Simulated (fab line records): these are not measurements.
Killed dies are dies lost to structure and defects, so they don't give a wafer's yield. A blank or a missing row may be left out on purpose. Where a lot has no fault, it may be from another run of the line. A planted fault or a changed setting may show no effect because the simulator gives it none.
Matching of chambers :: flow n5_finfet :: pecvd-02 running N5_MIM_TOP_ETCH_PECVD_03: 3 sister chambers
The step deposits SiNx from SiH4/NH3/N2, target thk 20 nm, time 17.6 s. 6 wafers are shown with their chamber, then 7 later ones without.

EACH WAFER AND ITS CHAMBER
wafer: L083.6
chamber: 1
throttle_valve_pct (%): 43.4
showerhead_plenum_p_Torr (Torr): 5.14

wafer: L086.1
chamber: 1
throttle_valve_pct (%): 43.3
showerhead_plenum_p_Torr (Torr): 5.16

wafer: L086.4
chamber: 2
throttle_valve_pct (%): 39.8
showerhead_plenum_p_Torr (Torr): 5.08

wafer: L086.5
chamber: 0
throttle_valve_pct (%): 40.0
showerhead_plenum_p_Torr (Torr): 5.21

wafer: L091.4
chamber: 0
throttle_valve_pct (%): 40.0
showerhead_plenum_p_Torr (Torr): 5.23

wafer: L091.5
chamber: 2
throttle_valve_pct (%): 39.8
showerhead_plenum_p_Torr (Torr): 5.09

WAFERS WITHOUT THEIR CHAMBER
wafer: L091.6
throttle_valve_pct (%): 43.4
showerhead_plenum_p_Torr (Torr): 5.16

wafer: L093.2
throttle_valve_pct (%): 40.2
showerhead_plenum_p_Torr (Torr): 5.23

wafer: L093.4
throttle_valve_pct (%): 39.5
showerhead_plenum_p_Torr (Torr): 5.08

wafer: L093.5
throttle_valve_pct (%): 40.0
showerhead_plenum_p_Torr (Torr): 5.24

wafer: L094.2
throttle_valve_pct (%): 39.9
showerhead_plenum_p_Torr (Torr): 5.09

wafer: L094.4
throttle_valve_pct (%): 39.9
showerhead_plenum_p_Torr (Torr): 5.10

wafer: L094.5
throttle_valve_pct (%): 38.4
showerhead_plenum_p_Torr (Torr): 5.13

CHAMBER TAKEN BY EACH
wafer: L091.6
from the rows above: 1
in truth: 1

wafer: L093.2
from the rows above: 0
in truth: 0

wafer: L093.4
from the rows above: 2
in truth: 2

wafer: L093.5
from the rows above: 0
in truth: 0

wafer: L094.2
from the rows above: 2
in truth: 2

wafer: L094.4
from the rows above: 2
in truth: 2

wafer: L094.5
from the rows above: 2
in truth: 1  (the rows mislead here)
Placed correctly: 6 of 7. From these rows, 0 cannot be placed. Wrongly placed: 1.
How it was worked out, from the rows above alone: a wafer's distance from a chamber is the root of the sum, over the readings, of the square of ((its reading less the chamber's mean) divided by the reading's scatter). If the next closest chamber is less than 2 further off than the closest, the wafer can't be placed; otherwise it belongs to the closest. For every chamber, the mean is computed from those of its wafers that are shown. The scatter: the root of (the sum of the squares of (reading less its chamber's mean) over the shown wafers, divided by (wafers less chambers)).
